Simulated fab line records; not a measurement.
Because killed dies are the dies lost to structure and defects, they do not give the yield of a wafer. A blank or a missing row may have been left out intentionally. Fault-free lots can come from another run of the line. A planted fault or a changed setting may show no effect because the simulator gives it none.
Lot-split experiment -- flow n5_finfet -- 39 wafers read across 7 lots, on a route 1938 steps long

== SPLIT DETAILS ==
At N5_BEOL_M3_ILD_DEP_00 (deposits SiOC from DEMS/O2, target thk 79 nm, time 15.3 s), the setting target_thk_a was moved away from the recipe's 790 angstrom on 9 of the 39 wafers read, by -54.2% to -22.3%. The other wafers ran this setting at the recipe's value.

No step appears in the file between the split and the reading.

== THE READING ==
M3_ILD_THK in nanometres, read at N5_BEOL_M3_THK_MEAS_01. A value of 78.8 nm with a standard deviation of 1.1 nm is what fault-free wafers of this fab line usually give.

wafer,"tool, chamber at the split","target_thk_a as run, angstrom",against the recipe,"M3_ILD_THK, nm",against lot-mates on the recipe
L077.1,"pecvd-01, 1",790,recipe,78.5,-
L077.2,"pecvd-01, 0,2",790,recipe,79.4,-
L077.3,"pecvd-01, 0,2",790,recipe,79.4,-
L077.4,"pecvd-01, 1",790,recipe,80.0,-
L077.5,"pecvd-01, 0",790,recipe,80.7,-
L077.6,"pecvd-01, 2",790,recipe,80.3,-
L078.1,"pecvd-04, 2",790,recipe,77.8,-
L078.2,"pecvd-04, 0",790,recipe,78.5,-
L078.3,"pecvd-04, 1",790,recipe,79.2,-
L078.4,"pecvd-04, 2",790,recipe,78.6,-
L078.5,"pecvd-04, 0",790,recipe,78.7,-
L078.6,"pecvd-04, 1",790,recipe,79.7,-
L083.1,"pecvd-01, 1,0",790,recipe,79.2,-
L083.2,"pecvd-01, 2",371,-53.0%,37.2,-42.5
L083.3,"pecvd-01, 1,0",790,recipe,79.1,-
L083.4,"pecvd-01, 0",371,-53.0%,38.1,-41.6
L083.5,"pecvd-01, 2",371,-53.0%,37.4,-42.3
L083.6,"pecvd-01, 1",790,recipe,80.7,-
L086.1,"pecvd-04, 2",790,recipe,79.2,-
L086.3,"pecvd-04, 1",790,recipe,78.0,-
L086.6,"pecvd-04, 2",790,recipe,79.4,-
L093.1,"pecvd-01, 1",790,recipe,77.4,-
L093.2,"pecvd-01, 2,0",790,recipe,77.1,-
L093.3,"pecvd-01, 2,0",790,recipe,77.3,-
L093.4,"pecvd-01, 0",790,recipe,78.3,-
L093.5,"pecvd-01, 1",790,recipe,78.4,-
L093.6,"pecvd-01, 2",790,recipe,79.2,-
L094.1,"pecvd-01, 2",361.7,-54.2%,34.7,-43.1
L094.2,"pecvd-01, 1",361.7,-54.2%,34.1,-43.7
L094.3,"pecvd-01, 0",790,recipe,76.3,-
L094.4,"pecvd-01, 1",361.7,-54.2%,35.0,-42.8
L094.5,"pecvd-01, 2,0",790,recipe,78.5,-
L094.6,"pecvd-01, 2,0",790,recipe,78.5,-
L097.1,"pecvd-03, 1",790,recipe,78.8,-
L097.2,"pecvd-03, 0",614.2,-22.3%,61.1,-18.1
L097.3,"pecvd-03, 2",614.2,-22.3%,60.7,-18.5
L097.4,"pecvd-03, 0",614.2,-22.3%,62.2,-17.0
L097.5,"pecvd-03, 2",790,recipe,79.4,-
L097.6,"pecvd-03, 1",790,recipe,79.5,-
The file does not say which wafer passed through which chamber wherever a row lists several chambers: such a row stands for several wafers.

THE FIT
A straight line over all 39 wafers: M3_ILD_THK changes by +0.797 nm for each +1% of target_thk_a; r = +1.00; the points scatter about the line by 1 nm.
The same after taking each lot's own level away (the mean of its wafers on the recipe; 39 wafers): +0.796 nm for each +1%; r = +1.00; scatter 0.68 nm.
Per that fit: largest target_thk_a move, reading shift of 43 nm.
Measured against the standard deviation above, the lots' own levels, which go from 77.77 to 79.72 nm, span 1.8 times it.
The two slopes are in agreement: the lot-to-lot level therefore moves the slope only a little.
Check: -43.2 nm against its lot-mates is what the line predicts for one of the wafers moved furthest among these (-54.2%) when that wafer is left out of the fit. It came out at -43.1 nm against them.

== ADDITIONAL SPLITS CARRIED BY THESE WAFERS ==
Before the reading, these wafers also passed through other splits. Each is held against what the fit with the lots' levels taken away leaves over:
other split on the same wafers,wafers away from the commonest value,r with M3_ILD_THK (lot level and that fit taken away)
N5_FIN_SAQP_DESCUM_21 time_s,15,+0.09
N5_SDB_ALD_29 ald_cycles,12,+0.03
N5_MOL_CONTACT_COAG_CVD_140 target_thk_a,15,-0.03
N5_BEOL_M1_HM_DEP_02 target_thk_a,15,-0.08

== THE WHOLE CHAIN: every reading that the file lists as answering this split, in the file's order ==
step,what it does,reading,change (the file's fit),r (the file's)
N5_BEOL_M3_ILD_DEP_00,"deposits SiOC from DEMS/O2, target thk 79 nm, time 15.3 s","SiOC_of_BEOL_M3_ILD_DEP_00.thk_nm (the simulator's own value, which no gauge read)",+0.796 nm for each +1% of the setting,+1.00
N5_BEOL_M3_THK_MEAS_01,,M3_ILD_THK,+0.795 for each +1% of the setting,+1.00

== FILE'S OWN FIT ==
M3_ILD_THK changes by +0.795 nm for each +1% of target_thk_a, r = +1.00.
